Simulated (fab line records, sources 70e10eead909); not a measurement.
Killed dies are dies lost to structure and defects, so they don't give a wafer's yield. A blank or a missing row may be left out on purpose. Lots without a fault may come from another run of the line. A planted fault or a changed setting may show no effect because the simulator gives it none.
A struck lot beside a sound one | flow nand_harc | 14 steps out of a route of 1159
Sound: wafers L876.3, L876.4, L876.6. Struck: wafer L890.2. (L890.4, L890.6 of the same lot were not struck and are left out.) The cause comes at the end.
At each step with rows: each side's tool, then ch and its chambers, then its first start. Under that, the readings that differ: sound wafers | struck wafers | difference of the means | sigmas: that difference in standard deviations of wafers without a fault.
alike: readings whose means differ by less than 2 such deviations, and words and numbers that are the same on both sides. not compared: withheld readings, readings that some wafer has no value for, bounds like >300 that may hide the same value, and numbers for which the record gives no deviation and whose values overlap.
The two part at a step that has a row with sigmas, a row that says differs or no value, or rows on one side only. Numbers that don't overlap but have no deviation are shown without sigmas and don't part them. A reading that every wafer of one side lacks parts them only if that side has two wafers or more.

NHARC_A_CHANNEL_HOLE_D1_CD_MEAS_30:
  sound on cd_sem-03, day 9 08:10; struck on cd_sem-02, day 13 03:08
  reading    | sound          | struck | difference | sigmas
  cd_nm (nm) | 90.5 93.2 91.9 | 88.4   | -3.5       | -3
then, 1 step without rows for these wafers: NHARC_A_CHANNEL_HOLE_D1_XSEM_31.
NHARC_A_CHANNEL_HOLE_D1_INSPECT_40:
  sound on defect_inspect-01, day 9 08:21; struck on defect_inspect-01, day 13 03:19
  alike: raw_defect_count
then, 2 steps without rows for these wafers: NHARC_A_CHANNEL_FILL_D1_PRECLEAN_00 (cleans in SC1); NHARC_A_CHANNEL_FILL_D1_SRD_01.
NHARC_A_CHANNEL_FILL_D1_ALD_02: deposits SiO2, target thk 6 nm, pulse time 10 s, ald cycles 60.
  sound on ald_hk-02 ch 0,1,2, day 9 12:50; struck on ald_hk-04 ch 2, day 13 03:31
  alike: heater_power_w, precursor_pulse_height_rel
  not compared: since_wet_clean_h
NHARC_A_CHANNEL_FILL_D1_ALD_03: deposits SiNx, target thk 6 nm, pulse time 60 s, ald cycles 58.
  sound on ald_sin_batch-03 ch 0; struck on ald_sin_batch-03 ch 0
  alike: precursor_pulse_height_rel
then, 1 step without rows for these wafers: NHARC_A_CHANNEL_FILL_D1_ALD_14 (deposits SiO2, target thk 2.5 nm, pulse time 10 s, ald cycles 25).
NHARC_A_CHANNEL_FILL_D1_ALD_15: deposits SiNx, target thk 2 nm, pulse time 60 s, ald cycles 19.
  sound on ald_sin_batch-02 ch 0; struck on ald_sin_batch-01 ch 0
  alike: precursor_pulse_height_rel
NHARC_A_CHANNEL_FILL_D1_ALD_16: deposits SiO2, target thk 1.5 nm, pulse time 10 s, ald cycles 15.
  sound on ald_hk-04 ch 0,1,3, day 10 01:16; struck on ald_hk-01 ch 3, day 13 15:41
  alike: heater_power_w, precursor_pulse_height_rel
  not compared: since_wet_clean_h
then, 2 steps without rows for these wafers: NHARC_A_CHANNEL_FILL_D1_ANNEAL_17 (time 1800 s); NHARC_A_CHANNEL_FILL_D1_CVD_18 (deposits poly-Si, target thk 3 nm).
NHARC_A_CHANNEL_FILL_D1_ETCHBACK_19: etches the open film in HBr/Cl2, target depth 5 nm, time 1.7 s.
  sound on rie_si-01 ch 1,2,3, day 10 13:34; struck on rie_si-03 ch 1, day 14 03:26
  reading               | sound             | struck | difference | sigmas
  oes_product_au (a.u.) | 1.016 1.003 0.990 | 0.742  | -0.261     | -27
  alike: chamber_pressure_mTorr, drypump_motor_current_A, hbr_flow_sccm, throttle_valve_pct
  not compared: rf_hours_counter_h
NHARC_A_CHANNEL_FILL_D1_ETCHBACK_20: etches the open film in C4F8/O2/Ar, target depth 27 nm, time 13.5 s.
  sound on rie_diel-03 ch 0,2, day 10 13:40; struck on rie_diel-11 ch 1, day 14 03:34
  alike: chamber_pressure_mTorr, oes_product_au, rf_vpp_V
  not compared: rf_hours_counter_h

WHERE THEY PART
First at NHARC_A_CHANNEL_HOLE_D1_CD_MEAS_30; last, within this record, at NHARC_A_CHANNEL_FILL_D1_ETCHBACK_19. Later steps at which nothing parts them and some readings are alike: NHARC_A_CHANNEL_FILL_D1_ETCHBACK_20.

WHY: what the simulator had put in
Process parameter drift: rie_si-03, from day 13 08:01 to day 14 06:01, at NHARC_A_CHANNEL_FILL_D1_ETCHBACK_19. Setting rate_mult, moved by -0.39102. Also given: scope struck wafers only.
